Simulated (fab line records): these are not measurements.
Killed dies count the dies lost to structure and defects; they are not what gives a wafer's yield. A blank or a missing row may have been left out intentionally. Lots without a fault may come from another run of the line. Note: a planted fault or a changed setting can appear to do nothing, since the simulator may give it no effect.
The tool behind it: which one?	flow n5_finfet	22 lots with 66 wafers sampled at 6 steps, on a route of 1938 steps

WHAT THE GAUGES READ, wafer by wafer
No reading from a measuring or inspecting step in the record can be judged against a usual standard deviation.

EACH LOT AND THE TOOL THAT RAN IT (in order: tool; ch and the chambers of the sampled wafers; start)
lot	N5_BEOL_M6_CURE_75	N5_BEOL_M6_CMP_52	N5_BEOL_M7_DESCUM_16	N5_BEOL_M7_STRIP_67	N5_BEOL_M7_ETCH_41	N5_BEOL_M7_DEP_56
L074	uv_cure-03 ch 2, day 8 17:01	cmp-04 ch 0,3, day 8 18:37	rie_diel-02 ch 1,2,3, day 8 20:50	rie_diel-02 ch 1,2,3, day 8 21:04	rie_diel-06 ch 1,2,3, day 9 01:28 or earlier	pecvd-01 ch 0,1, day 9 01:28
L075	uv_cure-02 ch 2, day 8 20:58	cmp-01 ch 0,1,3, day 9 00:08	rie_diel-06 ch 0,2,3, day 9 03:32	rie_diel-06 ch 0,2,3, day 9 03:46	rie_diel-06 ch 1,2,3, day 9 07:21 or earlier	pecvd-02 ch 0,1,2, day 9 07:21
L077	uv_cure-01 ch 2, day 9 02:52	cmp-01 ch 0,2,3, day 9 04:47	rie_diel-06 ch 1,2,3, day 9 07:08	rie_diel-06 ch 1,2,3, day 9 07:22	rie_diel-01 ch 0,2,3, day 9 15:28 or earlier	pecvd-04 ch 0,1,2, day 9 15:28
L078	uv_cure-03 ch 1, day 9 15:49	cmp-01 ch 1,2,3, day 9 17:31	rie_diel-06 ch 0,1,2, day 9 19:59	rie_diel-06 ch 0,1,2, day 9 20:13	rie_diel-06 ch 0,1,2, day 10 00:53 or earlier	pecvd-01 ch 1,2, day 10 00:53
L079	uv_cure-01 ch 1, day 9 19:07	cmp-03 ch 0,1,2, day 9 21:17	rie_diel-02 ch 1,2, day 10 01:25	rie_diel-02 ch 1,2, day 10 01:39	rie_diel-06 ch 1,3, day 10 08:11 or earlier	pecvd-01 ch 0,1,2, day 10 08:11
L080	uv_cure-03 ch 1, day 9 20:39	cmp-04 ch 0,1,2, day 9 22:12	rie_diel-02 ch 0,2,3, day 10 01:54	rie_diel-02 ch 0,2,3, day 10 02:08	rie_diel-02 ch 1,2, day 10 07:52 or earlier	pecvd-02 ch 0,1,2, day 10 07:52
L081	uv_cure-03 ch 1, day 10 07:16	cmp-03 ch 0,1,3, day 10 10:49	rie_diel-01 ch 0,1,2, day 10 13:28	rie_diel-01 ch 0,1,2, day 10 13:42	rie_diel-01 ch 2,3, day 10 19:27 or earlier	pecvd-04 ch 0,2, day 10 19:27
L082	uv_cure-01 ch 2, day 10 15:38	cmp-03 ch 0,3, day 10 17:32	rie_diel-06 ch 0,2,3, day 10 19:38	rie_diel-06 ch 0,2,3, day 10 19:53	rie_diel-01 ch 0,1, day 11 02:38 or earlier	pecvd-04 ch 0,2, day 11 02:38
L083	uv_cure-03 ch 1, day 10 18:38	cmp-04 ch 0,2, day 10 20:12	rie_diel-02 ch 2,3, day 10 22:43	rie_diel-02 ch 2,3, day 10 22:58	rie_diel-06 ch 0,2,3, day 11 07:35 or earlier	pecvd-04 ch 0,1,2, day 11 07:35
L084	uv_cure-02 ch 1, day 10 18:46	cmp-03 ch 0,2,3, day 10 20:27	rie_diel-01 ch 0,1,3, day 10 22:58	rie_diel-01 ch 0,1,3, day 10 23:12	rie_diel-01 ch 0,2,3, day 11 07:49 or earlier	pecvd-04 ch 0,1, day 11 07:49
L085	uv_cure-01 ch 2, day 11 14:15	cmp-03 ch 0,3, day 11 16:30	rie_diel-06 ch 2,3, day 11 21:38	rie_diel-06 ch 2,3, day 11 21:59	rie_diel-02 ch 0,1,3, day 12 04:46 or earlier	pecvd-04 ch 0,1,2, day 12 04:46
L086	uv_cure-02 ch 2, day 12 02:02	cmp-03 ch 0,1,2, day 12 04:22	rie_diel-02 ch 0,1,2, day 12 08:14	rie_diel-02 ch 0,1,2, day 12 08:29	rie_diel-06 ch 2,3, day 12 15:17 or earlier	pecvd-04 ch 0,1,2, day 12 15:17
L089	uv_cure-03 ch 0, day 12 02:02	cmp-04 ch 0,1,3, day 12 04:37	rie_diel-06 ch 2,3, day 12 08:05	rie_diel-06 ch 2,3, day 12 08:26	rie_diel-02 ch 0,2,3, day 12 14:45 or earlier	pecvd-01 ch 0,1,2, day 12 14:45
L088	uv_cure-03 ch 0, day 13 04:18	cmp-01 ch 0,2, day 13 05:56	rie_diel-06 ch 0,2, day 13 08:20	rie_diel-06 ch 0,2, day 13 08:35	rie_diel-01 ch 0,2,3, day 13 13:50 or earlier	pecvd-01 ch 0,2, day 13 13:50
L090	uv_cure-01 ch 0, day 13 07:52	cmp-04 ch 0,1,3, day 13 09:41	rie_diel-02 ch 0,3, day 13 12:10	rie_diel-02 ch 0,3, day 13 12:25	rie_diel-06 ch 2,3, day 13 17:05 or earlier	pecvd-01 ch 1,2, day 13 17:05
L092	uv_cure-03 ch 0, day 13 10:43	cmp-03 ch 2,3, day 13 12:12	rie_diel-02 ch 1,2,3, day 13 15:14	rie_diel-02 ch 1,2,3, day 13 15:29	rie_diel-02 ch 0,2,3, day 13 21:15 or earlier	pecvd-01 ch 1,2, day 13 21:15
L091	uv_cure-03 ch 2, day 13 11:05	cmp-04 ch 0,3, day 13 15:08	rie_diel-06 ch 0,1,2, day 13 17:34	rie_diel-06 ch 0,1,2, day 13 17:48	rie_diel-01 ch 0,2,3, day 13 21:32 or earlier	pecvd-02 ch 0,2, day 13 21:32
L093	uv_cure-02 ch 2, day 14 10:42	cmp-04 ch 0,2,3, day 14 12:58	rie_diel-01 ch 0,2,3, day 14 15:14	rie_diel-01 ch 0,2,3, day 14 15:28	rie_diel-01 ch 0,2,3, day 14 19:35 or earlier	pecvd-02 ch 0,1, day 14 19:35
L094	uv_cure-03 ch 0, day 14 11:06	cmp-04 ch 1,2,3, day 14 15:21	rie_diel-01 ch 0,2,3, day 14 18:17	rie_diel-01 ch 0,2,3, day 14 18:31	rie_diel-02 ch 0,2,3, day 15 00:34 or earlier	pecvd-01 ch 1,2, day 15 00:34
L097	uv_cure-02 ch 0, day 14 17:25	cmp-01 ch 0,2,3, day 14 19:02	rie_diel-01 ch 0,2,3, day 14 21:53	rie_diel-01 ch 0,2,3, day 14 22:07	rie_diel-01 ch 1,2,3, day 15 01:59 or earlier	pecvd-02 ch 0,1,2, day 15 01:59
L095	uv_cure-03 ch 1, day 14 17:54	cmp-01 ch 0,1,3, day 14 20:53	rie_diel-06 ch 2,3, day 14 23:15	rie_diel-06 ch 2,3, day 14 23:29	rie_diel-02 ch 0,2,3, day 15 03:28 or earlier	pecvd-01 ch 0,1, day 15 03:28
L096	uv_cure-01 ch 2, day 14 21:43	cmp-03 ch 0,2,3, day 15 00:04	rie_diel-01 ch 0,1,2, day 15 02:01	rie_diel-01 ch 0,1,2, day 15 02:15	rie_diel-06 ch 2,3, day 15 06:44 or earlier	pecvd-02 ch 0,2, day 15 06:44
- N5_BEOL_M6_CURE_75: cures SiCOH lowk, time 120 s.
- N5_BEOL_M6_CMP_52: polishes, stops on SiCOH lowk, t overpolish 6.9 s, target thk 80 nm.
- N5_BEOL_M7_DESCUM_16: chemistry O2, time 7.9 s.
- N5_BEOL_M7_STRIP_67: strips in CF4.
- N5_BEOL_M7_ETCH_41: etches SiCN in CH3F/O2, target depth 31.9 nm, time 57.8 s.
- N5_BEOL_M7_DEP_56: deposits SiCN from 3MS/NH3, target thk 10 nm, time 17.5 s.

AS READ BY THE TOOLS THEMSELVES (means over the sampled wafers that have a number; for cases with no such wafer, the mark the record gives instead)
N5_BEOL_M6_CURE_75.
lot	tool	lamp_power_pct (%)	wafer_temp_C_max
L074	uv_cure-03	52.32	372.3
L075	uv_cure-02	52.37	372.2
L077	uv_cure-01	52.28	370.7
L078	uv_cure-03	52.28	371.9
L079	uv_cure-01	52.35	370.8
L080	uv_cure-03	52.32	371.8
L081	uv_cure-03	52.30	371.8
L082	uv_cure-01	52.32	371.1
L083	uv_cure-03	52.30	371.3
L084	uv_cure-02	52.36	371.3
L085	uv_cure-01	52.22	371.0
L086	uv_cure-02	52.25	372.5
L089	uv_cure-03	52.32	371.2
L088	uv_cure-03	52.30	371.1
L090	uv_cure-01	52.32	372.4
L092	uv_cure-03	52.28	371.8
L091	uv_cure-03	52.28	372.2
L093	uv_cure-02	52.27	372.5
L094	uv_cure-03	52.30	371.7
L097	uv_cure-02	52.33	372.5
L095	uv_cure-03	52.34	371.7
L096	uv_cure-01	52.31	370.6

N5_BEOL_M6_CMP_52.
lot	tool	barrier_field_endpoint_s (s)	motor_current_A (A)	overpolish_run_s (s)	pad_life_wafers	time_to_endpoint_s (s)
L074	cmp-04	29.2	6.3	6.896	1706	61
L075	cmp-01	29.3	5.7	6.899	704	62
L077	cmp-01	28.8	5.8	6.896	752	64
L078	cmp-01	28.9	5.7	6.906	860	64
L079	cmp-03	29.7	6.1	6.896	1165	63
L080	cmp-04	29.8	6.2	6.896	1940	63
L081	cmp-03	29.3	6.3	6.901	1304	64
L082	cmp-03	28.3	6.6	6.894	1434	60
L083	cmp-04	28.7	5.6	6.899	19	63
L084	cmp-03	27.9	6.1	6.900	1478	62
L085	cmp-03	29.9	6.5	6.894	1627	64
L086	cmp-03	28.9	6.2	6.901	1699	65
L089	cmp-04	28.9	6.1	6.902	253	64
L088	cmp-01	29.9	5.8	6.899	1478	65
L090	cmp-04	29.2	6.2	6.902	398	62
L092	cmp-03	28.7	6.0	6.904	1938	60
L091	cmp-04	28.7	6.2	6.905	438	64
L093	cmp-04	29.6	6.2	6.899	584	66
L094	cmp-04	29.2	6.5	6.905	608	66
L097	cmp-01	29.6	6.0	6.904	1748	67
L095	cmp-01	30.2	5.7	6.900	1767	67
L096	cmp-03	30.0	6.1	6.908	49	62

N5_BEOL_M7_DESCUM_16.
lot	tool	bias_power_w (W)	drypump_motor_current_A (A)	oes_product_au (a.u.)	rf_vpp_V (V)	showerhead_plenum_p_Torr (Torr)	throttle_valve_pct (%)
L074	rie_diel-02	20.01	5.61	0.81	242.4	2.05	20.30
L075	rie_diel-06	19.94	5.68	0.76	243.3	2.15	20.31
L077	rie_diel-06	19.98	5.54	0.76	245.4	2.15	20.32
L078	rie_diel-06	19.99	5.49	0.69	243.4	2.10	20.48
L079	rie_diel-02	20.05	5.77	0.82	244.0	2.09	20.16
L080	rie_diel-02	19.98	5.43	0.75	243.0	2.09	20.39
L081	rie_diel-01	20.01	5.56	0.79	243.4	2.10	20.52
L082	rie_diel-06	19.97	5.68	0.75	244.1	2.15	20.33
L083	rie_diel-02	19.95	5.66	0.80	242.9	2.08	20.19
L084	rie_diel-01	20.05	5.36	0.85	242.3	2.09	20.45
L085	rie_diel-06	19.97	5.75	0.79	244.6	2.20	20.19
L086	rie_diel-02	20.03	5.52	0.85	243.6	2.10	20.25
L089	rie_diel-06	19.94	5.55	0.74	243.7	2.18	20.24
L088	rie_diel-06	20.06	5.68	0.88	242.9	2.08	20.26
L090	rie_diel-02	20.01	5.27	0.79	242.4	2.04	20.44
L092	rie_diel-02	19.99	5.61	0.77	242.5	2.04	20.36
L091	rie_diel-06	19.97	5.53	0.77	243.5	2.09	20.39
L093	rie_diel-01	19.99	5.42	0.82	242.5	2.09	20.64
L094	rie_diel-01	19.97	5.46	0.81	242.9	2.08	20.64
L097	rie_diel-01	20.02	5.44	0.82	242.1	2.08	20.65
L095	rie_diel-06	20.05	5.57	0.73	244.8	2.18	20.28
L096	rie_diel-01	19.98	5.56	0.85	242.4	2.09	20.42

N5_BEOL_M7_STRIP_67.
lot	tool	bias_power_w (W)	drypump_motor_current_A (A)	oes_product_au (a.u.)	rf_vpp_V (V)	showerhead_plenum_p_Torr (Torr)	throttle_valve_pct (%)
L074	rie_diel-02	75.21	5.62	0.81	269.6	1.76	13.41
L075	rie_diel-06	75.23	5.69	0.76	271.8	1.84	13.53
L077	rie_diel-06	75.00	5.53	0.75	271.9	1.83	13.49
L078	rie_diel-06	74.75	5.51	0.70	271.6	1.81	13.75
L079	rie_diel-02	75.18	5.78	0.83	270.2	1.79	13.29
L080	rie_diel-02	74.89	5.42	0.75	270.9	1.78	13.53
L081	rie_diel-01	75.12	5.52	0.79	271.8	1.80	13.63
L082	rie_diel-06	75.10	5.71	0.75	271.9	1.84	13.55
L083	rie_diel-02	75.09	5.66	0.80	271.3	1.78	13.33
L084	rie_diel-01	74.82	5.35	0.85	272.1	1.78	13.49
L085	rie_diel-06	74.88	5.74	0.79	272.4	1.87	13.31
L086	rie_diel-02	75.04	5.54	0.85	271.4	1.79	13.31
L089	rie_diel-06	75.00	5.58	0.74	272.7	1.86	13.44
L088	rie_diel-06	75.14	5.67	0.87	270.8	1.81	13.46
L090	rie_diel-02	75.27	5.25	0.79	269.5	1.75	13.52
L092	rie_diel-02	75.02	5.60	0.77	269.8	1.74	13.51
L091	rie_diel-06	74.90	5.50	0.77	270.1	1.80	13.61
L093	rie_diel-01	75.08	5.42	0.82	271.5	1.78	13.71
L094	rie_diel-01	74.95	5.44	0.82	271.1	1.78	13.70
L097	rie_diel-01	74.98	5.45	0.81	270.6	1.78	13.71
L095	rie_diel-06	74.99	5.57	0.73	273.1	1.85	13.49
L096	rie_diel-01	74.89	5.56	0.84	271.6	1.79	13.50

N5_BEOL_M7_ETCH_41.
lot	tool	drypump_motor_current_A (A)	oes_product_au (a.u.)	rf_vpp_V (V)	showerhead_plenum_p_Torr (Torr)	throttle_valve_pct (%)
L074	rie_diel-06	5.57	0.76	298.6	2.05	16.20
L075	rie_diel-06	5.55	0.75	298.6	2.05	16.20
L077	rie_diel-01	5.44	0.75	297.3	2.01	16.61
L078	rie_diel-06	5.51	0.70	297.7	2.00	16.41
L079	rie_diel-06	5.68	0.79	298.0	2.07	16.19
L080	rie_diel-02	5.75	0.82	297.1	1.98	16.00
L081	rie_diel-01	5.34	0.77	297.1	2.04	16.66
L082	rie_diel-01	5.45	0.88	298.1	2.00	16.02
L083	rie_diel-06	5.70	0.75	299.0	2.06	16.29
L084	rie_diel-01	5.46	0.74	296.4	2.00	16.61
L085	rie_diel-02	5.36	0.84	296.8	1.96	16.20
L086	rie_diel-06	5.72	0.78	298.9	2.10	16.12
L089	rie_diel-02	5.42	0.82	296.9	1.98	16.09
L088	rie_diel-01	5.45	0.83	296.2	2.00	16.49
L090	rie_diel-06	5.58	0.73	299.0	2.07	16.16
L092	rie_diel-02	5.43	0.81	296.9	1.98	16.09
L091	rie_diel-01	5.45	0.82	297.3	2.00	16.49
L093	rie_diel-01	5.42	0.81	297.3	1.99	16.50
L094	rie_diel-02	5.42	0.80	297.0	1.97	16.12
L097	rie_diel-01	5.47	0.87	298.3	2.04	16.32
L095	rie_diel-02	5.44	0.80	296.4	1.97	16.12
L096	rie_diel-06	5.58	0.73	298.9	2.07	16.18

N5_BEOL_M7_DEP_56.
lot	tool	chamber_pressure_Torr (Torr)	showerhead_plenum_p_Torr (Torr)	throttle_valve_pct (%)
L074	pecvd-01	3.003	3.661	9.3
L075	pecvd-02	2.998	3.678	8.8
L077	pecvd-04	3.000	3.657	8.7
L078	pecvd-01	3.001	3.664	9.3
L079	pecvd-01	2.995	3.666	9.1
L080	pecvd-02	2.995	3.673	8.8
L081	pecvd-04	3.000	3.642	8.6
L082	pecvd-04	3.002	3.662	8.8
L083	pecvd-04	3.002	3.655	8.6
L084	pecvd-04	2.999	3.676	8.6
L085	pecvd-04	2.998	3.659	8.7
L086	pecvd-04	2.993	3.651	8.7
L089	pecvd-01	2.999	3.662	9.1
L088	pecvd-01	3.000	3.666	9.1
L090	pecvd-01	3.000	3.666	9.2
L092	pecvd-01	2.996	3.671	9.1
L091	pecvd-02	2.999	3.684	8.8
L093	pecvd-02	3.007	3.678	9.0
L094	pecvd-01	2.994	3.666	9.4
L097	pecvd-02	3.005	3.672	8.8
L095	pecvd-01	2.998	3.666	9.2
L096	pecvd-02	3.003	3.675	8.4

THE ANSWER, worked out from the rows above alone
Rule: what is usual is taken from the lots themselves. The widest of any qualifying gaps counts: lots, ordered by their means at a reading, are off when they make up no more than a third of the lots, leave a main group of 4 or more, and stand apart from it by 3 or more times the standard deviation of that group's means. A main group is skipped when, at the precision printed for the reading in the tables above, its means are all equal. Also off: a lot with no number at a reading for which 4 or more lots have one. Where the step has rows for the other lots, those lots are counted as sound. After the gauges, taken in route order, come the tools' own readings; for these a lot's mean is taken, as printed above. The first step at which some lot is off is used, and at that step the reading that is off furthest; a lot without a number counts as furthest.
Nothing can be told from this: no lot is off at any reading shown.

WHAT THE SIMULATOR HAD PUT IN
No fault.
